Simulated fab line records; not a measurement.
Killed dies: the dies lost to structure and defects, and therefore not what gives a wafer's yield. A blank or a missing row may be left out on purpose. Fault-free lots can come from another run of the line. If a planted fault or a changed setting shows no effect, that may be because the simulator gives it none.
A struck lot beside a sound one :: flow nandHarc :: 14 out of 1159 route steps
Sound: the wafers L775.2, L775.3, L775.6. Wafers L791.2, L791.5 were the ones struck. The cause comes at the end.
Order at every step that has rows: each side's tool, ch and its chambers, its first start. Under that, the readings that differ: sound wafers :: struck wafers :: difference of the means :: sigmas: that difference in standard deviations of wafers without a fault.
alike: words and numbers the same on both sides, and readings whose means are apart by under 2 such deviations; not compared: readings that were withheld, readings missing a value for some wafer, numbers with overlapping values and no deviation given by the record, and bounds like >300 which may hide the same value.
A row with sigmas, a row that says differs or no value, or rows on one side alone: a step with any of these is where the two part. Non-overlapping numbers with no deviation appear without sigmas and do not part them. A reading that every wafer of one side lacks parts them only if that side has two wafers or more.

NHARC_A_CONTACT_ETCH_138: etches the open film in C4F8/O2/Ar, time 132 s, target depth 1289 nm.
  sound on harCapEtch-03 ch 0,1, day 17 02:52; struck on harCapEtch-03 ch 0,1, day 20 19:34
  not compared: rfHoursCounterH
NHARC_A_CONTACT_ETCH_139: etches the open film in C4F8/O2/Ar, time 137 s, target depth 590 nm.
  sound on harCapEtch-03 ch 0,1, day 17 03:03; struck on harCapEtch-03 ch 0,1, day 20 19:41
  not compared: rfHoursCounterH
NHARC_A_CONTACT_ETCH_92: etches the open film in CH3F/O2, target depth 40 nm, time 85.7 s.
  sound on rieDiel-01 ch 0,1,2, day 17 03:30; struck on rieDiel-08 ch 0,3, day 20 20:07
  alike: drypumpMotorCurrentA, oesProductAu, rfFwdPowerW, rfVppV, showerheadPlenumPTorr, throttleValvePct
  not compared: rfHoursCounterH
NHARC_A_CONTACT_ETCH_98: etches the open film in C4F6/O2, target depth 20 nm, time 10 s.
  sound: rieDiel-01 ch 0,3; struck: rieDiel-08 ch 1,3
  alike: drypumpMotorCurrentA, oesProductAu, rfFwdPowerW, rfVppV, showerheadPlenumPTorr, throttleValvePct
  not compared: rfHoursCounterH
NHARC_A_CONTACT_CD_MEAS_15:
  sound on cdSem-01 at day 17 03:42; struck on cdSem-01 at day 20 20:19
  alike: cdNm
then, 6 steps without rows for these wafers: NHARC_A_CONTACT_STRIP_107 (strips in N2/H2); NHARC_A_CONTACT_STRIP_108 (strips in CF4/CHF3); NHARC_A_CONTACT_STRIP_109 (strips in O2/COS); NHARC_A_CONTACT_ETCH_110 (etches the open film in CF4/O2, target depth 50 nm, overetch 5 nm, time 27.5 s); NHARC_A_CONTACT_STRIP_26 (strips in O2); NHARC_A_CONTACT_STRIP_27 (strips in post etch residue remover, time 600 s).
NHARC_A_CONTACT_ALD_18: deposits TiN, target thk 3 nm, pulse time 1 s, ald cycles 150.
  sound on aldMetal-01 ch 0,2, day 17 04:44; struck on aldMetal-02 ch 0,2, day 20 21:18
  alike: heaterPowerW, precursorPulseHeightRel
NHARC_A_CONTACT_CVD_19: deposits W, target thk 300 nm, time 802 s.
  sound on cvdW-01 ch 0,1, day 17 12:06; struck on cvdW-01 ch 1, day 20 22:31
reading: mfcH2Sccm (sccm)
sound: 1606 1604 1609
struck: 1601 1593
difference: -9
sigmas: -2
  alike: heaterPowerW, throttleValvePct
NHARC_A_CONTACT_CMP_20: polishes, t overpolish 30 s, target thk 300 nm.
  sound on cmp-01 ch 1,2, day 17 12:55; struck on cmp-04 ch 0,1, day 20 23:19
reading: timeToEndpointS (s)
sound: 62 72 63
struck: 85 87
difference: +20
sigmas: +6
  alike: motorCurrentA, overpolishRunS

WHERE THEY PART
At NHARC_A_CONTACT_CVD_19 first; at NHARC_A_CONTACT_CMP_20 last (within this record only).

WHY: the cause the simulator had injected
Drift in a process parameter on cvdW-01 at NHARC_A_CONTACT_CVD_19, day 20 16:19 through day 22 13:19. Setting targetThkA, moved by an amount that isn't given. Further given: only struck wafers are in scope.
